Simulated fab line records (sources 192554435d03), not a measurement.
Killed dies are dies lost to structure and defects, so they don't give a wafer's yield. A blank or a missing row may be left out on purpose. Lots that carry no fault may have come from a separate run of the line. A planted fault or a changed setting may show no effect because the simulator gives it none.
Chamber matching    flow n5_finfet    pecvd-04 running N5_BEOL_M9_ILD_DEP_00: 3 sister chambers
The step deposits SiCOH lowk from DEMS/porogen, target thk 308.51 nm, time 58 s. 3 wafers are shown with their chamber, then 8 later ones without.

## WAFERS PAIRED WITH THEIR CHAMBERS
wafer   chamber  showerhead_vpp_V (V)
L085.2  2        1393
L085.6  1        1453
L092.4  0        1339

## WAFERS WITH NO CHAMBER GIVEN
wafer   showerhead_vpp_V (V)
L092.5  1315
L092.6  1417
L095.2  1420
L095.4  1322
L095.6  1335
L097.1  1479
L097.2  1377
L097.5  1341

## WHICH CHAMBER EACH WENT THROUGH
wafer   from the rows above      in truth
L092.5  0                        0
L092.6  can't be placed: 2 or 1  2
L095.2  can't be placed: 2 or 1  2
L095.4  0                        0
L095.6  0                        0
L097.1  1                        1
L097.2  can't be placed: 2 or 0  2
L097.5  0                        0
Placed correctly: 5 of 8. These rows do not allow placing 3 (true chamber among the candidates in 3). 0 placed wrongly.
How it was worked out, from the rows above alone: a wafer's distance from a chamber is the root of the sum, over the readings, of the square of ((its reading less the chamber's mean) divided by the reading's scatter). The wafer belongs to the nearest chamber; if the next one is less than 2 further off, it can't be placed. For every chamber, the mean is computed from those of its wafers that are shown. The scatter (one wafer shown for each chamber): square how far every hidden wafer sits from the nearest shown wafer, average those squares and take the square root.
